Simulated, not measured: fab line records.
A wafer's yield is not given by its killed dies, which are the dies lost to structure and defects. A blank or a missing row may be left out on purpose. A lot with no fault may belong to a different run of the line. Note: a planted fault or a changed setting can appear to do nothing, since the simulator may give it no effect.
Which tool did it?    flow nandHarc    42 wafers from 14 lots sampled at 3 of the route's 1302 steps

WHAT EACH GAUGE READ, for each wafer
NHARC_A_BLC_INSPECT_28.
lot   measured      on                rawDefectCount
L271  day 23 04:10  defectInspect-02  336 392 401
L272  day 23 06:43  defectInspect-01  672 553 584
L275  day 23 17:45  defectInspect-02  399 544 408
L273  day 23 20:04  defectInspect-01  468 490 540
L274  day 24 04:46  defectInspect-02  376 528 417
L276  day 25 12:04  defectInspect-01  595 600 579
L277  day 25 17:50  defectInspect-01  735 525 959
L278  day 25 19:41  defectInspect-02  540 494 553
L279  day 26 10:47  defectInspect-01  493 583 646
L280  day 26 17:16  defectInspect-01  398 352 355
L291  day 31 10:00  defectInspect-01  680 557 611
L293  day 31 21:32  defectInspect-02  609 774 974
L292  day 31 21:57  defectInspect-01  700 747 358
L294  day 31 22:34  defectInspect-01  496 422 490

NHARC_A_M0_THK_MEAS_24: measures by xrf.
lot   measured      on            thkNm (nm)
L271  day 23 07:37  filmMetro-02  113.3 114.1 115.1
L272  day 23 09:59  filmMetro-01  116.9 114.0 113.3
L275  day 23 21:12  filmMetro-01  114.2 112.8 114.6
L273  day 23 23:31  filmMetro-01  114.1 114.6 114.4
L274  day 24 08:02  filmMetro-01  115.9 113.2 114.0
L276  day 25 15:23  filmMetro-01  112.7 112.0 113.9
L277  day 25 21:07  filmMetro-02  114.9 115.9 110.3
L278  day 25 23:13  filmMetro-02  111.9 111.5 114.0
L279  day 26 14:13  filmMetro-02  113.2 115.1 116.6
L280  day 26 20:40  filmMetro-01  114.7 113.5 113.1
L291  day 31 13:18  filmMetro-02  112.4 113.3 111.6
L293  day 32 00:58  filmMetro-01  111.0 115.3 114.8
L292  day 32 02:23  filmMetro-02  111.8 112.6 114.5
L294  day 32 02:04  filmMetro-01  113.1 112.6 115.3

TOOL THAT RAN EACH LOT (tool first, then ch and the chambers of the sampled wafers, then the start)
lot   NHARC_A_M0_STRIP_18
L271  rieDiel-01 ch 1,2,3, day 23 05:40
L272  rieDiel-05 ch 1,2, day 23 08:03
L275  rieDiel-05 ch 0,1, day 23 19:15
L273  rieDiel-01 ch 2,3, day 23 21:31
L274  rieDiel-05 ch 0,2,3, day 24 06:06
L276  rieDiel-01 ch 0,2,3, day 25 13:25
L277  rieDiel-07 ch 0,2,3, day 25 19:11
L278  rieDiel-07 ch 0,1,3, day 25 21:19
L279  rieDiel-05 ch 1,3, day 26 12:16
L280  rieDiel-01 ch 1,2,3, day 26 18:43
L291  rieDiel-01 ch 0,1,2, day 31 11:20
L293  rieDiel-05 ch 0,2,3, day 31 23:02
L292  rieDiel-01 ch 0,2,3, day 31 23:50
L294  rieDiel-01 ch 0,1, day 32 00:06
- NHARC_A_M0_STRIP_18: strips in N2/H2.

AS READ BY THE TOOLS THEMSELVES (means over the sampled wafers that have a number; for cases with no such wafer, the mark the record gives instead)
NHARC_A_M0_STRIP_18.
lot   tool        chamberPressureMTorr (mTorr)  drypumpMotorCurrentA (A)  n2FlowSccm (sccm)  oesProductAu (a.u.)  rfVppV (V)  showerheadPlenumPTorr (Torr)  throttleValvePct (%)
L271  rieDiel-01  30.011                        5.2                       149.7              0.994                91.5        2.15                          14.183
L272  rieDiel-05  30.001                        6.1                       149.8              0.994                91.5        2.02                          14.179
L275  rieDiel-05  30.008                        6.0                       150.4              1.009                90.8        2.03                          14.172
L273  rieDiel-01  29.966                        5.5                       149.6              1.003                91.9        2.15                          14.171
L274  rieDiel-05  30.004                        6.2                       149.6              1.002                90.5        2.10                          14.179
L276  rieDiel-01  30.024                        5.2                       149.8              1.000                90.4        2.07                          14.162
L277  rieDiel-07  30.038                        5.8                       149.8              0.987                90.6        1.94                          14.167
L278  rieDiel-07  29.998                        5.6                       150.2              0.987                89.6        1.98                          14.169
L279  rieDiel-05  29.971                        6.1                       150.1              1.007                90.4        2.06                          14.167
L280  rieDiel-01  30.002                        5.3                       149.9              1.011                91.1        2.15                          14.170
L291  rieDiel-01  29.983                        5.3                       149.8              1.000                90.9        2.10                          14.162
L293  rieDiel-05  30.044                        6.1                       149.9              0.997                91.6        2.09                          14.160
L292  rieDiel-01  30.016                        5.1                       150.1              1.004                90.6        2.07                          14.180
L294  rieDiel-01  30.012                        4.9                       150.3              0.995                90.5        2.02                          14.166

THE ANSWER, worked out from the rows above alone
Rule: what is usual is taken from the lots themselves. The widest of any qualifying gaps counts: lots, ordered by their means at a reading, are off when they make up no more than a third of the lots, leave a main group of 4 or more, and stand apart from it by 3 or more times the standard deviation of that group's means. Not used: any main group whose means are identical at the precision the tables above print for the reading. A lot without any number at a reading at which 4 lots or more have one is off too. Any other lot the step has rows for is counted as sound. The gauges are gone through in route order, then the tools' own readings, and for those a lot's mean is taken as printed above. At the first step where some lot is off, the reading lying furthest off is the one used; lots without a number count as furthest.
Nothing can be told from this: no lot is off at any reading shown.

WHAT THE SIMULATOR HAD INSERTED
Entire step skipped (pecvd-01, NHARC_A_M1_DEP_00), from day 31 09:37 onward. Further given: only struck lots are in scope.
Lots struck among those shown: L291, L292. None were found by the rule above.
